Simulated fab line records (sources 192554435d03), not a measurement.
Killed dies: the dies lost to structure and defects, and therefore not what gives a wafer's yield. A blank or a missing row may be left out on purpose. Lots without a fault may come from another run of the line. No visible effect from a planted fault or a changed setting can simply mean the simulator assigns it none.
Code-filled problem report in 8D (eight disciplines) form | flow n5Finfet | the parts of the form that need people (team, actions taken, sign-off) are left out

## 1. WHAT WENT WRONG
Wafers without a fault read 220.00 C, standard deviation 0.15; plateTempC at N5_BEOL_M6_COAT_60 reads a mean of 238.78 C on 9 wafers belonging to 3 lots. That is +99 or more standard deviations from the usual mean.
The step: time 60 s, resist thk 35 nm.
Earliest sighting: wafer L184.2 on lithoTrack-03 at day 14 05:16. The record holds 36 wafers of 12 lots with a number at this step. Rule for "out" (also "out of limits"): further than 4 standard deviations from the usual mean. All remaining wafers that have a number are taken as sound.

## 2. WHAT IT IS; WHAT IT IS NOT
question                    | is                            | is not
which readings at this step | plateTempC, heaterPowerTotalW | chillPlateTempC
which lots                  | L184, L186, L187              | L169, L170, L171, L172, L175, L176, L177, L181, L189
which wafers of those lots  | all that have a number        | -
read on which tools         | lithoTrack-03                 | lithoTrack-02, lithoTrack-04
when                        | from day 14 05:16             | up to then (24 sound wafers); but 3 sound wafers of L189 came after

## 3. SUSPECTS, AND WHAT RULES EACH OUT
Counting: any tool at a process step up to the reading is kept as a suspect provided that every lot that is out went through it and no sound lot did after the first of them.
- lithoTrack-03 at N5_BEOL_M6_COAT_60 (time 60 s, resist thk 35 nm): kept. All lots that are out passed through it, beginning with L184 at day 14 05:16, and no sound lot followed; its final sound lot before that point was L181 at day 12 12:01. Its own heaterPowerTotalW, plateTempC readings are out on those wafers.
The count leaves lithoTrack-03 at N5_BEOL_M6_COAT_60.

## 4. THE CAUSE (what the simulator had put in)
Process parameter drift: lithoTrack-03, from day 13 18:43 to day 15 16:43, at N5_BEOL_M6_COAT_60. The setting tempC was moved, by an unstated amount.
Counting left only this tool.

## 5. THE CHAIN OF EFFECTS, in route order
One row per reading whose mean, taken over the struck wafers that have a number, lies over 3 standard deviations from the usual. Scope: only readings with a usual standard deviation given in the record; hours: median across lots of the time from each lot's start at the first step in this table that gives one to its start at this step; sigmas: change in usual standard deviations.
hours | step               | reading           | usual    | on struck wafers | change | sigmas
0     | N5_BEOL_M6_COAT_60 | heaterPowerTotalW | 427.4 W  | 473.8            | +46.4  | +21
0     | N5_BEOL_M6_COAT_60 | plateTempC        | 220.00 C | 238.78           | +18.78 | +99 or more
It contains these process steps:
- N5_BEOL_M6_COAT_60: time 60 s, resist thk 35 nm.

## 6. WHAT WOULD HAVE CAUGHT IT SOONER
The fault began at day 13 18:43; the first out-of-limits reading in this record came at day 14 05:16, 11 hours later.
